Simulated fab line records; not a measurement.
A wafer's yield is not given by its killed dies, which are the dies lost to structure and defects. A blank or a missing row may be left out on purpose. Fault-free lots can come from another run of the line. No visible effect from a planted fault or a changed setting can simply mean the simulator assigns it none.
Lot-split experiment | flow n5_finfet | on a route of 1938 steps: 7 lots, 21 wafers read

ON THE SPLIT
At N5_ZERO_LAYER_ETCH_18 (etches Si in HBr/Cl2, target depth 120 nm, time 40 s), the setting icp_w was moved away from the recipe's 800 W on 6 of the 21 wafers read, by -10.7% to +17.1%. This setting was run at the recipe's value on the other wafers.

The reading is taken at the split's own step.

THE READING
ZERO_LAYER.feature_depth_nm (the simulator's own value, which no gauge read), in nm, at N5_ZERO_LAYER_ETCH_18 (etches Si in HBr/Cl2, target depth 120 nm, time 40 s). No usual value for it is given in the file. Here, 15 wafers ran the recipe; their average is 119.9 nm with a standard deviation of 1.5 nm.

wafer  | tool, chamber at the split | icp_w as run, W | against the recipe | ZERO_LAYER.feature_depth_nm, nm | against lot-mates on the recipe
L079.3 | rie_si-01, 0               | 800             | recipe             | 122.2                           | -
L079.4 | rie_si-01, 1               | 800             | recipe             | 119.6                           | -
L079.5 | rie_si-01, 3               | 800             | recipe             | 121.9                           | -
L087.2 | rie_si-06, 3               | 886             | +10.7%             | 126.2                           | +8.2
L087.4 | rie_si-06, 2               | 800             | recipe             | 118.4                           | -
L087.5 | rie_si-06, 2               | 800             | recipe             | 117.5                           | -
L089.2 | rie_si-01, 1               | 800             | recipe             | 118.8                           | -
L089.5 | rie_si-01, 2               | 800             | recipe             | 122.2                           | -
L089.6 | rie_si-01, 1               | 800             | recipe             | 119.4                           | -
L091.1 | rie_si-03, 3               | 917.4           | +14.7%             | 126.2                           | +7.0
L091.4 | rie_si-03, 0               | 800             | recipe             | 119.2                           | -
L091.6 | rie_si-03, 0               | 917.4           | +14.7%             | 127.4                           | +8.2
L093.2 | rie_si-03, 2               | 936.8           | +17.1%             | 127.1                           | +6.4
L093.5 | rie_si-03, 1               | 800             | recipe             | 119.9                           | -
L093.6 | rie_si-03, 0               | 800             | recipe             | 121.4                           | -
L094.3 | rie_si-03, 0               | 800             | recipe             | 121.2                           | -
L094.4 | rie_si-03, 3               | 800             | recipe             | 119.3                           | -
L094.5 | rie_si-03, 2               | 800             | recipe             | 118                             | -
L097.1 | rie_si-03, 3               | 800             | recipe             | 119.5                           | -
L097.3 | rie_si-03, 1               | 714.1           | -10.7%             | 113.2                           | -6.3
L097.5 | rie_si-03, 1               | 714.1           | -10.7%             | 112.6                           | -6.9

FIT RESULTS
A straight line over all 21 wafers: ZERO_LAYER.feature_depth_nm changes by +0.517 nm for each +1% of icp_w; r = +0.93; the points scatter about the line by 1.5 nm.
The same after taking each lot's own level away (the mean of its wafers on the recipe; 21 wafers): +0.531 nm for each +1%; r = +0.95; scatter 1.3 nm.
On that fit, the largest move of icp_w shifts the reading by 9.1 nm.
Measured against the standard deviation above, the lots' own levels, which go from 117.95 to 121.23 nm, span 2.2 times it.
Consequently the slope shifts little with the lot-to-lot level, the two slopes agreeing.
Check: with one of the wafers moved furthest among these (+17.1%) left out of the fit, the line predicts +9.96 nm for it against its lot-mates. Against them it came out at +6.45 nm.

OTHER SPLITS APPLIED TO THESE WAFERS
Other splits were also applied to these wafers ahead of the reading. Each is held against what the fit with the lots' levels taken away leaves over:
other split on the same wafers | wafers away from the commonest value | r with ZERO_LAYER.feature_depth_nm (lot level and that fit taken away)
N5_ZERO_LAYER_PECVD_02 time_s  | 4                                    | -0.02

THE WHOLE CHAIN: every reading that the file lists as answering this split, in the file's order
step                  | what it does                                         | reading                                                                      | change (the file's fit)               | r (the file's)
N5_ZERO_LAYER_ETCH_18 | etches Si in HBr/Cl2, target depth 120 nm, time 40 s | etch.depth_nm (the simulator's own value, which no gauge read)               | +0.515 nm for each +1% of the setting | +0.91
N5_ZERO_LAYER_ETCH_18 | etches Si in HBr/Cl2, target depth 120 nm, time 40 s | ZERO_LAYER.feature_depth_nm (the simulator's own value, which no gauge read) | +0.515 nm for each +1% of the setting | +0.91

FILE'S OWN FIT
ZERO_LAYER.feature_depth_nm changes by +0.515 nm for each +1% of icp_w, r = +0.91.
